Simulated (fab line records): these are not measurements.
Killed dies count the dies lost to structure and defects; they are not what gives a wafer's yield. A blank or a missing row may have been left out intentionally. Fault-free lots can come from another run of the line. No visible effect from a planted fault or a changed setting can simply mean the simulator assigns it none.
A lot that was struck, set against a sound lot + flow nand_harc + 15 steps out of a route of 1302
Sound: these wafers, L492.1, L492.2, L492.6. Struck: wafer L484.4 (L484.5, L484.6, from the same lot, were not struck and are left out); the cause is given at the end.
Per side, at each step with rows, come the tool, then ch with its chambers, and then its first start. Under that, the readings that differ: sound wafers + struck wafers + difference of the means + sigmas: that difference in standard deviations of wafers without a fault.
alike: a reading whose means differ by less than 2 such deviations, as well as words and numbers matching on both sides. not compared: withheld readings; readings where some wafer has no value; bounds like >300 that might hide an equal value; numbers whose values overlap and for which the record gives no deviation.
The two part at a step that has a row with sigmas, a row that says differs or no value, or rows on one side only. Numbers that have no deviation but don't overlap get no sigmas and don't part them. A reading that every wafer of one side lacks parts them only if that side has two wafers or more.

NHARC_A_CHANNEL_HOLE_D2_STRIP_28: strips in O2.
  sound: rie_diel-11 ch 0,1,3; struck: rie_diel-04 ch 0
  alike: chamber_pressure_mTorr, drypump_motor_current_A, oes_product_au, rf_vpp_V, showerhead_plenum_p_Torr, throttle_valve_pct
  not compared: rf_hours_counter_h
then, 2 steps without rows for these wafers: NHARC_A_CHANNEL_HOLE_D2_PRECLEAN_29 (cleans in SC1); NHARC_A_CHANNEL_HOLE_D2_SRD_30.
NHARC_A_CHANNEL_HOLE_D2_CD_MEAS_31:
  sound on cd_sem-01, day 19 14:41; struck on cd_sem-02, day 15 12:32
  alike: cd_nm
NHARC_A_CHANNEL_HOLE_D2_XSEM_32:
  sound on xsem-01 ch 0, day 19 14:47; struck on xsem-01 ch 0, day 15 12:37
| reading     | sound       | struck | difference | sigmas |
|-------------|-------------|--------|------------|--------|
| bow_nm (nm) | 8.2 8.3 8.3 | 9.0    | +0.7       | +2     |
  alike: bot_cd_nm, tilt_deg
NHARC_A_CHANNEL_HOLE_D2_INSPECT_40:
  sound on defect_inspect-01, day 19 14:52; struck on defect_inspect-02, day 15 12:43
  alike: raw_defect_count
then, 2 steps without rows for these wafers: NHARC_A_CHANNEL_FILL_D2_PRECLEAN_00 (cleans in SC1); NHARC_A_CHANNEL_FILL_D2_SRD_01.
NHARC_A_CHANNEL_FILL_D2_ALD_02: deposits SiO2, target thk 6 nm, pulse time 10 s, ald cycles 60.
  sound on ald_hk-03 ch 0,1, day 19 15:04; struck on ald_hk-03 ch 2, day 15 13:05
| reading              | sound | struck | difference                   | sigmas |
|----------------------|-------|--------|------------------------------|--------|
| susceptor_temp_C (C) | - - - | 300.15 | no value on the sound wafers |        |
  alike: heater_power_w, precursor_pulse_height_rel
  not compared: ald_cycles
NHARC_A_CHANNEL_FILL_D2_ALD_03: deposits SiNx, target thk 6 nm, pulse time 60 s, ald cycles 58.
  sound: ald_sin_batch-01 ch 0; struck: ald_sin_batch-03 ch 0
| reading              | sound | struck | difference                   | sigmas |
|----------------------|-------|--------|------------------------------|--------|
| susceptor_temp_C (C) | - - - | 629.98 | no value on the sound wafers |        |
  alike: precursor_pulse_height_rel
  not compared: ald_cycles
NHARC_A_CHANNEL_FILL_D2_ALD_14: deposits SiO2, target thk 2.5 nm, pulse time 10 s, ald cycles 25.
  sound on ald_hk-02 ch 0,1, day 19 22:01; struck on ald_hk-04 ch 0, day 15 20:05
  alike: heater_power_w, precursor_pulse_height_rel, susceptor_temp_C
  not compared: ald_cycles
then, 1 step without rows for these wafers: NHARC_A_CHANNEL_FILL_D2_ALD_15 (deposits SiNx, target thk 2 nm, pulse time 60 s, ald cycles 19).
NHARC_A_CHANNEL_FILL_D2_ALD_16: deposits SiO2, target thk 1.5 nm, pulse time 10 s, ald cycles 15.
  sound on ald_hk-03 ch 0,2,3, day 20 03:20; struck on ald_hk-03 ch 2, day 16 01:16
| reading    | sound    | struck | difference | sigmas |
|------------|----------|--------|------------|--------|
| ald_cycles | 15 15 15 | 18     | +3         |        |
  alike: heater_power_w, precursor_pulse_height_rel
  not compared: susceptor_temp_C
then, 1 step without rows for these wafers: NHARC_A_CHANNEL_FILL_D2_ANNEAL_17 (time 1800 s).
-- jump in the record: it breaks off in module A_CHANNEL_FILL_D2 and resumes in module END (first step shown: number 1302 of the route), and 10 days separate the struck wafers' starts before and after --
NHARC_END_SORT_01:
  here the record holds rows for the struck wafers (prober-02 ch 0, day 26 11:40) but none for the sound ones

== WHERE THEY PART ==
Earliest at NHARC_A_CHANNEL_HOLE_D2_XSEM_32; latest, in this record, at NHARC_END_SORT_01.

WHY: what the simulator had put in
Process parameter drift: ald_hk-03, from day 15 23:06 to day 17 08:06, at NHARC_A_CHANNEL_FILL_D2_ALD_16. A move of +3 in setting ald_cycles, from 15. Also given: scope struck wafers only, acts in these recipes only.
